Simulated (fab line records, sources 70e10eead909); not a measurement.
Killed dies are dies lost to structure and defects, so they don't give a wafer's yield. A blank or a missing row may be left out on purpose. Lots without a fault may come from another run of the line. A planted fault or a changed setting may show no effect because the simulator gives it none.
A struck lot beside a sound one | flow nand_harc | 16 steps out of a route of 1302
Sound: wafers L692.1, L692.3, L692.6. Struck: wafer L696.6. (L696.1, L696.3 of the same lot were not struck and are left out.) The cause comes at the end.
At each step with rows: each side's tool, then ch and its chambers, then its first start. Under that, the readings that differ: sound wafers | struck wafers | difference of the means | sigmas: that difference in standard deviations of wafers without a fault.
alike: readings whose means differ by less than 2 such deviations, and words and numbers that are the same on both sides. not compared: withheld readings, readings that some wafer has no value for, bounds like >300 that may hide the same value, and numbers for which the record gives no deviation and whose values overlap.
The two part at a step that has a row with sigmas, a row that says differs or no value, or rows on one side only. Numbers that don't overlap but have no deviation are shown without sigmas and don't part them. A reading that every wafer of one side lacks parts them only if that side has two wafers or more.

NHARC_A_ONON_D2_THK_MEAS_02: measures by ellipsometry.
  sound on film_metro-01, day 12 18:59; struck on film_metro-01, day 17 01:19
  reading     | sound          | struck | difference | sigmas
  thk_nm (nm) | 1015 1016 1017 | 994    | -22        | -2
then, 1 step without rows for these wafers: NHARC_A_ONON_D2_DEP_03 (target thk 1000 nm).
NHARC_A_ONON_D2_THK_MEAS_05: measures by ellipsometry.
  sound on film_metro-02, day 12 19:33; struck on film_metro-01, day 17 02:01
  alike: thk_nm
then, 1 step without rows for these wafers: NHARC_A_ONON_D2_DEP_06 (target thk 1000 nm).
NHARC_A_ONON_D2_THK_MEAS_08: measures by ellipsometry.
  sound on film_metro-01, day 12 20:07; struck on film_metro-01, day 17 02:52
  alike: thk_nm
then, 1 step without rows for these wafers: NHARC_A_ONON_D2_DEP_09 (target thk 1000 nm).
NHARC_A_ONON_D2_THK_MEAS_11: measures by ellipsometry.
  sound on film_metro-02, day 12 20:41; struck on film_metro-01, day 17 03:26
  alike: thk_nm
then, 1 step without rows for these wafers: NHARC_A_ONON_D2_DEP_12 (target thk 1000 nm).
NHARC_A_ONON_D2_THK_MEAS_14: measures by ellipsometry.
  sound on film_metro-01, day 12 21:15; struck on film_metro-02, day 17 04:00
  alike: thk_nm
then, 2 steps without rows for these wafers: NHARC_A_ONON_D2_ANNEAL_15 (time 3600 s); NHARC_A_ONON_D2_DEP_16 (target thk 1000 nm).
NHARC_A_ONON_D2_THK_MEAS_18: measures by ellipsometry.
  sound on film_metro-02, day 13 04:57; struck on film_metro-02, day 17 11:59
  alike: thk_nm
NHARC_A_ONON_D2_DEP_19: target thk 1000 nm.
  sound on pecvd_onon-04 ch 0, day 13 05:00; struck on pecvd_onon-04 ch 0, day 17 12:11
NHARC_A_ONON_D2_THK_MEAS_21: measures by ellipsometry.
  sound on film_metro-02, day 13 05:31; struck on film_metro-01, day 17 12:41
  reading     | sound       | struck | difference | sigmas
  thk_nm (nm) | 997 997 996 | 933    | -64        | -9
then, 1 step without rows for these wafers: NHARC_A_ONON_D2_DEP_22 (target thk 1000 nm).
-- the record jumps here: 12 days lie between the struck wafers' starts before and after (it left off in module A_ONON_D2 and takes up again in module END, whose first step shown is number 1302 of the route) --
NHARC_END_SORT_01:
  the record has rows for the struck wafers here (prober-02 ch 0, day 29 22:18) and none for the sound ones

WHERE THEY PART
First at NHARC_A_ONON_D2_THK_MEAS_02; last, within this record, at NHARC_END_SORT_01.

WHY: what the simulator had put in
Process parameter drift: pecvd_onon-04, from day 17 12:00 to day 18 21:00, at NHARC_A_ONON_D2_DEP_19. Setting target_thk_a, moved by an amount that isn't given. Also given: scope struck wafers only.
